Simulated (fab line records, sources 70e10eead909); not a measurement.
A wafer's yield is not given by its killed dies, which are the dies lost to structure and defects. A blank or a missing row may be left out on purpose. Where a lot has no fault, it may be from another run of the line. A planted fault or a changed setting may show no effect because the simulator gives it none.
Comparing a struck lot with a sound one    flow nand_harc    14 out of 1302 route steps
Sound: the wafers L516.1, L516.4, L516.6. The struck wafers were L525.1, L525.2, L525.5. At the end, the cause is stated.
Per side, at each step with rows, come the tool, then ch with its chambers, and then its first start. Under that, the readings that differ: sound wafers    struck wafers    difference of the means    sigmas: that difference in standard deviations of wafers without a fault.
alike: readings whose means differ by less than 2 such deviations, and words and numbers that are the same on both sides. not compared: withheld readings, readings that some wafer has no value for, bounds like >300 that may hide the same value, and numbers for which the record gives no deviation and whose values overlap.
Wherever a step has rows on one side only, a row that says differs or no value, or a row with sigmas, the two part there. When numbers do not overlap yet have no deviation, they are printed without sigmas and do not part them. A reading that every wafer of one side lacks parts them only if that side has two wafers or more.

first, 3 steps without rows for these wafers: NHARC_A_STAIRCASE_TRIM_187 (chemistry O2, time 211.2 s); NHARC_A_STAIRCASE_ETCH_188 (etches the open film in C4F8/O2, target depth 100 nm, time 40.5 s); NHARC_A_STAIRCASE_TRIM_189 (chemistry O2, time 211.2 s).
NHARC_A_STAIRCASE_ETCH_190: etches the open film in C4F8/O2, target depth 100 nm, time 40.5 s.
  sound: rie_diel-04 ch 1,2; struck: rie_diel-05 ch 0,2,3
  alike: oes_product_au, rf_vpp_V, run_length_s
  not compared: rf_hours_counter_h
then, 1 step without rows for these wafers: NHARC_A_STAIRCASE_TRIM_191 (chemistry O2, time 211.2 s).
NHARC_A_STAIRCASE_ETCH_192: etches the open film in C4F8/O2, target depth 100 nm, time 40.5 s.
  sound: rie_diel-04 ch 1,2; struck: rie_diel-05 ch 0,1,2
  alike: oes_product_au, rf_vpp_V, run_length_s
  not compared: rf_hours_counter_h
NHARC_A_STAIRCASE_TRIM_193: chemistry O2, time 211.2 s.
  sound: rie_diel-04 ch 1,3; struck: rie_diel-05 ch 0,1,3
  alike: drypump_motor_current_A, oes_product_au, rf_vpp_V, showerhead_plenum_p_Torr, throttle_valve_pct
  not compared: rf_hours_counter_h
NHARC_A_STAIRCASE_ETCH_194: etches the open film in C4F8/O2, target depth 100 nm, time 40.5 s.
  sound: rie_diel-04 ch 0,1,2; struck: rie_diel-05 ch 1,2,3
  alike: oes_product_au, rf_vpp_V, run_length_s
  not compared: rf_hours_counter_h
then, 2 steps without rows for these wafers: NHARC_A_STAIRCASE_TRIM_196 (chemistry O2, time 211.2 s); NHARC_A_STAIRCASE_ETCH_197 (etches the open film in C4F8/O2, target depth 100 nm, time 40.5 s).
NHARC_A_STAIRCASE_TRIM_198: chemistry O2, time 211.2 s.
  sound: rie_diel-05 ch 0,1; struck: rie_diel-05 ch 0,2
  alike: drypump_motor_current_A, oes_product_au, rf_vpp_V, showerhead_plenum_p_Torr, throttle_valve_pct
  not compared: rf_hours_counter_h
NHARC_A_STAIRCASE_ETCH_199: etches the open film in C4F8/O2, target depth 100 nm, time 40.5 s.
  sound on rie_diel-05 ch 0,1,3, day 18 11:31; struck on rie_diel-05 ch 1,2,3, day 22 17:35
reading           sound           struck          difference  sigmas
run_length_s (s)  62.2 61.5 61.0  50.8 51.0 51.4  -10.5       -27
  alike: oes_product_au, rf_vpp_V
  not compared: rf_hours_counter_h
then, 1 step without rows for these wafers: NHARC_A_STAIRCASE_TRIM_200 (chemistry O2, time 211.2 s).
-- the record jumps here: 8 days lie between the struck wafers' starts before and after (it left off in module A_STAIRCASE and takes up again in module END, whose first step shown is number 1302 of the route) --
NHARC_END_SORT_01:
  only the struck wafers appear in the record here, on prober-01 ch 0 at day 31 04:20; the sound ones have no rows

## WHERE THEY PART
Last at NHARC_END_SORT_01 as far as this record goes, first at NHARC_A_STAIRCASE_ETCH_199.

WHY: whatever the simulator had introduced
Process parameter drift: rie_diel-05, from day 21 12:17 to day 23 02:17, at NHARC_A_STAIRCASE_ETCH_199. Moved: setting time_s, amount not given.
